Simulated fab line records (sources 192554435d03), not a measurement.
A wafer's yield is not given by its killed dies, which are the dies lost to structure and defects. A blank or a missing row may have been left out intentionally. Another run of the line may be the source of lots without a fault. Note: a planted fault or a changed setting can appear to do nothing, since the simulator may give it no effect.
fab line records | flow n5-finfet | part 2 of 2: steps 5 to 6 of 6
[record] lots = 21 wafers = 63 last-day = 18
route steps=1938 shown FIN_SAQP@136 FIN_CUT@168 STI_FIN_REVEAL@191
lots untouched by any fault: they come from a run of this same line in which no faults occurred
start-h: start of the lot's first displayed wafer, in hours after the record's first day | wait-h: time in hours since the lot's previous step | " as in the row above | L1.1+2: a single row standing in for several wafers | - no value, or no start was given | * or withheld: withheld | < > ~ a bound
route shown NAME@n: NAME is a module with steps in the file, n the number in the route of the first one | usual: mean/standard deviation of fault-free wafers | same: alike in all rows | chamber/n: place in a boat | sites: each site's reading | _std_site: the values' standard deviation | _edge_site: outer sites' mean less inner sites' | radius-mm: how far each site lies from the wafer's centre | mask NAME#n: copy n | behind: the last tool/chamber to shape the wafer | hold: why the lot went on hold/how many hours it stayed there/how the hold came to an end | device: whichever transistor did not switch (one of n, p or np) | end of line: tests run on the same wafers once the route is complete | a step with no rows: only its recipe | killed: not the wafer's yield, but the dies lost to structure and defects at the first sort | map: shows each die of a wafer: x if killed, . if not, _ if none is there
set.NAME: the setting the step ran with; set.NAME@STEP: the setting that earlier step ran with | model.NAME: the simulator's own value behind a step, which no gauge read
one table for each step of the route and one row for each wafer, over a sample of lots
services: the hour from which a tool's chamber was out of use, counted from the record's first day as start-h (under 0 if before that day), plus the number of hours and why
[[steps]]
[step N5_STI_FIN_REVEAL_STRIP_24]
[recipe] chemistry = N2/H2 time-s = 90 power-w = 100 temp-c = 40 pressure-mtorr = 100 rf-frequency-hz = 6e+07 bias-power-w = 3 n2-flow-sccm = 300 h2-flow-sccm = 300
[usual] chamber-pressure-mTorr = 100.00/0.085 drypump-motor-current-A = 5.9/0.59 oes-product-au = 0.75/0.061 rf-vpp-V = 45.3/0.85 showerhead-plenum-p-Torr = 3.35/0.093 throttle-valve-pct = 12.26/0.15
// columns lot.wafer tool chamber start-h wait-h chamber-pressure-mTorr drypump-motor-current-A oes-product-au rf-hours-counter-h rf-vpp-V showerhead-plenum-p-Torr throttle-valve-pct
L074.2 rie-diel-01 3 34.16 0.0 99.91 5.9 0.71 205 44.8 3.48 12.25
L074.5 " 1 " " 99.92 5.3 0.77 - 44.6 3.38 12.29
L074.6 " 2 " " 100.16 6.7 0.81 - 45.2 3.40 12.10
L075.1 rie-diel-01 0 40.69 0.0 99.87 6.2 0.71 208 44.6 3.23 12.34
L075.2 " 2 " " 99.88 6.7 0.80 119 46.4 3.40 12.11
L075.6 " 0 " " 100.03 6.2 0.71 - 45.9 3.23 12.33
L076.3 rie-diel-05 2 46.22 0.0 99.94 5.6 0.83 92 44.3 3.39 12.03
L076.5 " 2 " " 100.00 5.6 0.83 - 45.1 3.39 12.02
L076.6 " 1 " " 100.02 6.0 0.94 - 44.1 3.33 12.13
L077.1 rie-diel-01 0 51.45 0.0 99.90 6.2 0.71 212 44.7 3.22 12.35
L077.3 " 3 " " 100.08 5.9 0.71 210 45.5 3.48 12.26
L077.6 " 3 " " 99.99 5.9 0.72 - 45.8 3.48 12.26
L078.1 rie-diel-01 3 58.41 0.0 100.05 5.9 0.72 213 45.5 3.47 12.27
L078.2 " 1 " " 99.99 5.3 0.76 130 46.3 3.38 12.34
L078.6 " 1 " " 100.11 5.3 0.76 - 45.6 3.38 12.31
L079.1 rie-diel-05 1 63.68 0.0 100.08 5.9 0.91 21 46.1 3.33 12.15
L079.4 " 2 " " 99.90 5.6 0.82 100 45.4 3.39 12.04
L079.5 " 1 " " 100.01 6.0 0.92 - 44.4 3.33 12.15
L080.3 rie-diel-06 1 70.51 0.0 99.91 5.8 0.68 215 46.1 3.49 12.42
L080.4 " 0 " " 99.96 6.4 0.76 124 47.0 3.26 12.25
L080.5 " 3 " " 99.93 4.8 0.81 - 45.5 3.29 12.14
L081.1 rie-diel-01 1 76.66 0.0 99.97 5.3 0.76 137 45.8 3.38 12.33
L081.2 " 3 " " 99.94 6.0 0.71 219 44.8 3.47 12.28
L081.5 " 1 " " 99.80 5.3 0.76 - 45.2 3.38 12.34
L082.2 rie-diel-01 3 82.84 0.0 100.16 5.9 0.71 221 46.8 3.47 12.31
L082.5 " 3 " " 100.18 5.9 0.71 - 45.2 3.47 12.28
L082.6 " 2 " " 100.06 6.7 0.79 - 46.3 3.40 12.13
L083.2 rie-diel-01 0 87.97 0.0 99.97 6.2 0.69 226 43.8 3.22 12.37
L083.4 " 1 " " 100.05 5.3 0.76 142 45.1 3.37 12.36
L083.6 " 3 " " 99.96 5.9 0.71 - 45.0 3.47 12.29
L084.1 rie-diel-06 2 95.16 0.0 100.04 5.3 0.89 36 46.0 3.31 11.82
L084.3 " 1 " " 100.02 5.8 0.67 223 45.5 3.49 12.42
L084.5 " 2 " " 99.81 5.3 0.88 - 43.7 3.31 11.81
L085.3 rie-diel-01 1 101.00 0.0 99.94 5.3 0.75 147 45.2 3.37 12.37
L085.4 " 0 " " 100.03 6.2 0.69 231 45.1 3.21 12.41
L085.5 " 0 " " 100.04 6.2 0.69 - 44.9 3.21 12.41
L087.2 rie-diel-06 0 114.00 0.0 100.05 6.3 0.76 139 44.2 3.26 12.29
L087.4 " 1 " " 99.91 5.8 0.68 229 46.0 3.48 12.43
L087.5 " 0 " " 100.15 6.4 0.75 - 46.4 3.26 12.30
L088.2 rie-diel-05 0 118.85 0.0 100.06 5.2 0.69 203 45.4 3.50 12.39
L088.3 " 3 " " 100.02 6.7 0.74 - 44.5 3.22 12.39
L088.6 " 3 " " 100.06 6.7 0.73 - 45.7 3.22 12.39
L089.1 rie-diel-01 1 124.88 0.0 99.94 5.3 0.74 155 45.4 3.37 12.39
L089.3 " 0 " " 100.13 6.2 0.68 240 45.6 3.21 12.42
L089.4 " 2 " " 100.05 6.7 0.79 147 45.3 3.39 12.14
L090.1 rie-diel-06 3 130.12 0.0 99.82 4.8 0.78 114 44.8 3.28 12.20
L090.2 " 1 " " 99.90 5.8 0.67 235 46.5 3.48 12.45
L090.3 " 0 " " 99.85 6.5 0.75 144 45.7 3.25 12.31
L091.2 rie-diel-01 1 136.48 0.0 100.10 5.3 0.74 158 44.5 3.37 12.38
L091.4 " 3 " " 100.00 5.9 0.70 241 44.9 3.46 12.35
L091.6 " 0 " " 100.05 6.2 0.68 - 45.3 3.21 12.42
L093.2 rie-diel-06 1 149.97 0.0 99.85 5.8 0.67 242 44.2 3.48 12.47
L093.3 " 3 " " 100.02 4.8 0.79 122 44.9 3.28 12.19
L093.4 " 0 " " 100.03 6.5 0.75 151 43.6 3.25 12.33
L094.3 rie-diel-01 1 155.75 0.0 100.02 5.3 0.74 165 45.9 3.36 12.41
L094.4 " 2 " " 99.92 6.7 0.78 - 45.2 3.38 12.20
L094.6 " 1 " " 99.99 5.3 0.74 - 46.0 3.36 12.41
L095.4 rie-diel-05 3 160.27 0.0 100.00 6.7 0.73 - 44.9 3.21 12.44
L095.5 " 2 " " 99.95 5.6 0.78 - 43.9 3.37 12.11
L095.6 " 1 " " 100.06 6.0 0.84 - 45.5 3.31 12.27
L097.1 rie-diel-01 2 171.76 0.0 100.12 6.7 0.75 164 44.0 3.38 12.23
L097.4 " 2 " " 100.09 6.7 0.76 - 45.6 3.38 12.20
L097.5 " 3 " " 99.85 6.0 0.68 - 46.0 3.45 12.38
[step N5_STI_FIN_REVEAL_ETCH_34]
[recipe] chemistry = H2 mode = isotropic material = Si target = Si target-depth-a = 9.7 temp-c = 20 pressure-mtorr = 4.5 icp-w = 300 bias-w = 0 h2-flow-sccm = 7.5 he-flow-sccm = 142.5
[usual] chamber-pressure-mTorr = 4.500/0.0038 drypump-motor-current-A = 5.7/0.34 oes-product-au = 0.996/0.017 throttle-valve-pct = 26.0/0.46
[same] bias-w = 0
// columns lot.wafer tool chamber start-h wait-h chamber-pressure-mTorr drypump-motor-current-A oes-product-au rf-hours-counter-h throttle-valve-pct
L074.2 rie-si-03 1 36.46 0.1 4.499 6.1 0.980 168 26.4
L074.5 " 0 " " 4.497 6.0 1.022 - 26.2
L074.6 " 1 " " 4.502 6.1 0.970 - 26.5
L075.1 rie-si-03 2 43.02 0.2 4.500 5.3 1.019 52 26.3
L075.2 " 1 " " 4.496 6.1 0.966 169 26.4
L075.6 " 1 " " 4.498 6.1 0.967 - 26.4
L076.3 rie-si-05 0 48.54 0.1 4.498 5.4 1.017 202 26.0
L076.5 " 3 " " 4.508 5.3 1.009 - 25.0
L076.6 " 0 " " 4.498 5.4 1.024 - 25.9
L077.1 rie-si-03 3 53.75 0.2 4.502 6.1 1.004 8 26.5
L077.3 " 1 " " 4.503 6.1 0.972 169 26.4
L077.6 " 1 " " 4.500 6.1 0.966 - 26.5
L078.1 rie-si-05 0 60.72 0.2 4.499 5.4 1.026 202 25.9
L078.2 " 3 " " 4.497 5.3 1.007 60 25.0
L078.6 " 0 " " 4.505 5.3 1.023 - 25.9
L079.1 rie-si-03 3 66.00 0.2 4.499 6.1 0.993 8 26.5
L079.4 " 2 " " 4.500 5.3 1.006 52 26.3
L079.5 " 0 " " 4.500 6.0 1.019 - 26.1
L080.3 rie-si-02 0 72.82 0.1 4.493 6.0 0.980 198 26.1
L080.4 " 2 " " 4.499 5.5 0.976 128 25.7
L080.5 " 1 " " 4.502 5.7 0.983 - 25.2
L081.1 rie-si-02 1 78.97 0.2 4.494 5.7 0.993 20 25.2
L081.2 " 3 " " 4.496 5.3 0.995 32 25.7
L081.5 " 3 " " 4.498 5.3 0.985 - 25.7
L082.2 rie-si-03 2 85.15 0.1 4.500 5.2 1.021 53 26.3
L082.5 " 0 " " 4.495 6.0 1.024 - 26.1
L082.6 " 1 " " 4.500 6.1 0.976 - 26.4
L083.2 rie-si-03 3 90.27 0.1 4.498 6.1 1.002 8 26.5
L083.4 " 0 " " 4.504 6.0 1.025 196 26.2
L083.6 " 0 " " 4.499 6.0 1.013 - 26.2
L084.1 rie-si-05 2 97.65 0.3 4.498 5.3 0.992 158 25.3
L084.3 " 0 " " 4.498 5.4 0.969 0 25.2
L084.5 " 0 " " 4.508 5.4 0.961 - 25.2
L085.3 rie-si-02 3 103.51 0.2 4.499 5.3 0.996 32 25.7
L085.4 " 1 " " 4.506 5.7 0.995 20 25.2
L085.5 " 1 " " 4.497 5.7 0.989 - 25.2
L087.2 rie-si-02 3 116.32 0.1 4.493 5.4 0.989 33 25.7
L087.4 " 1 " " 4.502 5.7 0.991 - 25.2
L087.5 " 2 " " 4.497 5.5 0.979 - 25.7
L088.2 rie-si-02 2 121.21 0.1 4.497 5.5 0.995 129 25.7
L088.3 " 1 " " 4.502 5.7 0.995 21 25.2
L088.6 " 3 " " 4.495 5.3 0.982 - 25.7
L089.1 rie-si-02 2 127.28 0.2 4.501 5.5 0.983 129 25.7
L089.3 " 1 " " 4.504 5.7 0.993 21 25.2
L089.4 " 0 " " 4.498 6.0 1.014 0 26.1
L090.1 rie-si-05 0 132.66 0.3 4.496 5.4 0.972 1 25.2
L090.2 " 3 " " 4.506 5.3 1.003 62 25.0
L090.3 " 2 " " 4.502 5.2 1.000 158 25.3
L091.2 rie-si-03 2 138.79 0.1 4.503 5.3 1.009 53 26.3
L091.4 " 2 " " 4.493 5.3 1.019 - 26.3
L091.6 " 1 " " 4.501 6.1 0.976 - 26.4
L093.2 rie-si-02 3 152.27 0.1 4.495 5.3 1.010 33 25.7
L093.3 " 2 " " 4.500 5.4 0.991 129 25.7
L093.4 " 0 " " 4.500 6.1 1.008 0 26.1
L094.3 rie-si-02 0 158.06 0.1 4.498 6.1 1.006 1 26.1
L094.4 " 3 " " 4.502 5.3 0.991 33 25.7
L094.6 " 3 " " 4.504 5.3 0.993 - 25.6
L095.4 rie-si-03 3 162.53 0.1 4.498 6.2 1.013 10 26.5
L095.5 " 1 " " 4.502 6.1 0.979 - 26.5
L095.6 " 0 " " 4.506 6.1 1.002 - 26.0
L097.1 rie-si-03 1 174.07 0.2 4.499 6.1 0.973 171 26.4
L097.4 " 2 " " 4.500 5.3 1.009 54 26.3
L097.5 " 2 " " 4.503 5.3 1.015 - 26.3
[[services]]
// columns tool chamber start-h hours kind
rie-si-02 1 3.22 4.5 repair
rie-diel-01 - 4.82 4.3 pm
rie-diel-02 - 7.21 1.1 repair
rie-diel-06 3 11.49 25.0 repair
rie-diel-05 3 37.37 5.1 repair
rie-diel-04 0 37.92 4.8 repair
rie-diel-01 1 47.72 5.8 repair
rie-diel-06 3 48.71 11.7 repair
rie-diel-06 - 52.18 15.6 pm
rie-diel-02 1 53.32 16.7 repair
vapor-etch-02 - 59.22 0.4 repair
rie-diel-03 3 64.95 12.8 repair
rie-diel-03 1 65.00 11.8 repair
rie-diel-06 1 78.17 4.5 repair
rie-diel-04 - 79.77 28.1 pm
rie-diel-05 - 88.48 0.2 repair
vapor-etch-01 - 102.10 1.6 repair
rie-diel-05 2 106.14 16.1 repair
rie-si-03 - 110.53 2.8 pm
rie-diel-05 1 116.27 3.7 repair
rie-diel-06 2 128.59 2.3 repair
rie-diel-03 3 133.54 12.3 repair
rie-diel-05 0 156.68 4.6 repair
rie-si-02 0 165.81 5.8 repair
